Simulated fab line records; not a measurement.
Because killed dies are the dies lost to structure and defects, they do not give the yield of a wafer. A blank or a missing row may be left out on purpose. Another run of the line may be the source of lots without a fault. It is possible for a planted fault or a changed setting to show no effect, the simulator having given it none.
Chamber matching	flow nand harc	4 sister chambers for NHARC_A_BLC_STRIP_21 on rie diel-07
The step strips in O2. 22 wafers are shown with their chamber, then 11 later ones without.

## EACH WAFER AND ITS CHAMBER
wafer	chamber	showerhead plenum p Torr (Torr)	oes product au (a.u.)	rf vpp V (V)
L074.1	3	3.55	1.009	58.4
L074.2	1	3.40	1.003	57.1
L074.6	3	3.55	1.008	58.3
L076.1	3	3.55	0.996	57.5
L076.4	2	3.37	0.981	55.5
L076.5	0	3.36	0.992	57.2
L083.3	0	3.36	0.984	56.7
L083.4	1	3.40	0.997	56.6
L083.6	0	3.36	0.997	56.4
L085.2	2	3.37	0.987	56.6
L085.3	1	3.40	1.006	57.6
L085.6	1	3.40	0.999	58.7
L090.2	3	3.55	1.008	58.4
L090.4	0	3.35	0.984	57.5
L090.5	2	3.37	0.964	57.4
L089.2	2	3.37	0.959	58.8
L089.4	1	3.40	1.016	56.9
L089.5	1	3.40	1.017	58.1
L088.2	0	3.35	0.994	57.2
L088.5	3	3.55	1.014	59.1
L088.6	2	3.37	0.968	56.8
L092.2	3	3.54	1.027	58.0

SIGNATURES, as means of the wafers listed above
reading	chamber 0	chamber 1	chamber 2	chamber 3	scatter within a chamber
showerhead plenum p Torr	3.3560	3.4000	3.3700	3.5483	0.00336
oes product au	0.99020	1.00633	0.97180	1.01033	0.00932
rf vpp V	57.000	57.500	57.020	58.283	0.787
Rule: for each reading, subtract the chamber's mean from the wafer's reading, divide by that reading's scatter and square the result; add these up over the readings and take the root, which gives the wafer's distance from the chamber. If the next closest chamber is less than 2 further off than the closest, the wafer can't be placed; otherwise it belongs to the closest. The scatter: take each reading less its chamber's mean, square it, sum over the shown wafers, divide by the number of wafers less the number of chambers, and take the root.

## WAFERS WHOSE CHAMBER IS MISSING
wafer	showerhead plenum p Torr (Torr)	oes product au (a.u.)	rf vpp V (V)
L092.4	3.39	1.038	58.9
L092.6	3.40	1.029	58.8
L095.1	3.37	0.954	57.5
L095.2	3.35	1.003	58.1
L095.6	3.54	1.000	56.1
L094.1	3.35	0.995	57.3
L094.2	3.37	0.964	55.5
L094.3	3.54	1.009	58.2
L096.1	3.39	1.023	58.3
L096.4	3.54	1.002	57.8
L096.6	3.35	1.003	58.6

## EACH ONE'S CHAMBER
wafer	from the rows above	in truth
L092.4	1	1
L092.6	1	1
L095.1	2	2
L095.2	0	0
L095.6	3	3
L094.1	0	0
L094.2	2	2
L094.3	3	3
L096.1	1	1
L096.4	3	3
L096.6	0	0
Placed correctly: 11 of 11. Can't be placed from these rows: 0. Placed wrongly: 0.
